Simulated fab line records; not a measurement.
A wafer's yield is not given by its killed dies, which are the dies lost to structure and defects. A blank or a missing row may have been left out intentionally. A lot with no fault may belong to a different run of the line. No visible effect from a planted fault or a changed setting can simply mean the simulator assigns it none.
Split-lot study    flow n5Finfet    route with 1938 steps; 7 lots, 39 wafers read

## THE SPLIT
At N5_DUMMY_GATE_ETCH_32 (etches SiO2 in CF4, target depth 3.5 nm, time 3.9 s), the setting timeS was moved away from the recipe's 3.9 s on 12 of the 39 wafers read, by -23.2% to +16.1%. The other wafers ran this setting at the recipe's value.

The split's own step is where the reading is taken.

## THE READING
etch.depthNm (the simulator's own value, which no gauge read), in nm, at N5_DUMMY_GATE_ETCH_32 (etches SiO2 in CF4, target depth 3.5 nm, time 3.9 s). There is no usual value for it anywhere in the file. Across the 27 wafers here that went through the recipe, the average is 3.504 nm and the standard deviation 0.069 nm.

wafer   tool, chamber at the split  timeS as run, s  against the recipe  etch.depthNm, nm  against lot-mates on the recipe
L077.1  rieSi-02, 1                 3.9              recipe              3.478             -
L077.2  rieSi-02, 0                 4.526            +16.1%              4.001             +0.475
L077.3  rieSi-02, 2                 4.526            +16.1%              4.216             +0.690
L077.4  rieSi-02, 3                 4.526            +16.1%              4.111             +0.585
L077.5  rieSi-02, 2                 3.9              recipe              3.619             -
L077.6  rieSi-02, 1                 3.9              recipe              3.482             -
L079.1  rieSi-06, 2                 3.9              recipe              3.411             -
L079.2  rieSi-06, 0                 3.9              recipe              3.56              -
L079.3  rieSi-06, 3                 3.9              recipe              3.48              -
L079.4  rieSi-06, 1                 3.9              recipe              3.64              -
L079.5  rieSi-06, 0                 3.9              recipe              3.578             -
L079.6  rieSi-06, 3                 3.9              recipe              3.475             -
L081.1  rieSi-02, 0                 3.9              recipe              3.471             -
L081.2  rieSi-02, 3                 3.9              recipe              3.547             -
L081.3  rieSi-02, 2                 3.195            -18.1%              2.985             -0.524
L081.4  rieSi-02, 1                 3.9              recipe              3.508             -
L081.5  rieSi-02, 2                 3.195            -18.1%              3.008             -0.501
L081.6  rieSi-02, 3                 3.195            -18.1%              2.892             -0.617
L086.1  rieSi-02, 2                 3.9              recipe              3.687             -
L086.2  rieSi-02, 3                 3.9              recipe              3.54              -
L086.3  rieSi-02, 1                 3.9              recipe              3.5               -
L086.4  rieSi-02, 0                 3.9              recipe              3.516             -
L086.5  rieSi-02, 3                 3.9              recipe              3.555             -
L086.6  rieSi-02, 0                 3.9              recipe              3.472             -
L089.1  rieSi-05, 1                 3.9              recipe              3.501             -
L089.2  rieSi-05, 0                 3.9              recipe              3.473             -
L089.3  rieSi-05, 2                 2.994            -23.2%              2.655             -0.840
L089.4  rieSi-05, 1                 3.9              recipe              3.512             -
L089.5  rieSi-05, 0                 2.994            -23.2%              2.691             -0.804
L089.6  rieSi-05, 2                 2.994            -23.2%              2.663             -0.832
L091.1  rieSi-06, 3                 4.341            +11.3%              3.874             +0.441
L091.2  rieSi-06, 1                 4.341            +11.3%              4.013             +0.580
L091.3  rieSi-06, 2                 3.9              recipe              3.391             -
L091.4  rieSi-06, 0                 3.9              recipe              3.488             -
L091.5  rieSi-06, 1                 4.341            +11.3%              4.042             +0.609
L091.6  rieSi-06, 2                 3.9              recipe              3.42              -
L092.1  rieSi-05, 0                 3.9              recipe              3.443             -
L092.2  rieSi-05, 2                 3.9              recipe              3.406             -
L092.3  rieSi-05, 1                 3.9              recipe              3.453             -

THE FIT
A straight line over all 39 wafers: etch.depthNm changes by +0.0355 nm for each +1% of timeS; r = +0.98; the points scatter about the line by 0.077 nm.
The same after taking each lot's own level away (the mean of its wafers on the recipe; 39 wafers): +0.0358 nm for each +1%; r = +0.98; scatter 0.075 nm.
The reading moves by 0.83 nm for the largest change in timeS, on that fit.
Across the lots, their own levels run from 3.4330 to 3.5450 nm, a range of 1.6 times the standard deviation given above.
Consequently the slope shifts little with the lot-to-lot level, the two slopes agreeing.
Check: for one of the wafers moved furthest among these (-23.2%), held out of the fit, the line's prediction against its lot-mates is -0.807 nm. It came out at -0.84 nm against them.

## OTHER SPLITS ON THESE WAFERS
Other splits were also applied to these wafers ahead of the reading. Each is held against what the fit with the lots' levels taken away leaves over:
other split on the same wafers  wafers away from the commonest value  r with etch.depthNm (lot level and that fit taken away)
N5_DUMMY_GATE_HM_DEP_06 timeS   30                                    -0.05
N5_DUMMY_GATE_EXPOSE_12 doseMj  12                                    +0.03

## THE FILE'S OWN FIT
etch.depthNm changes by +0.0356 nm for each +1% of timeS, r = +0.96.
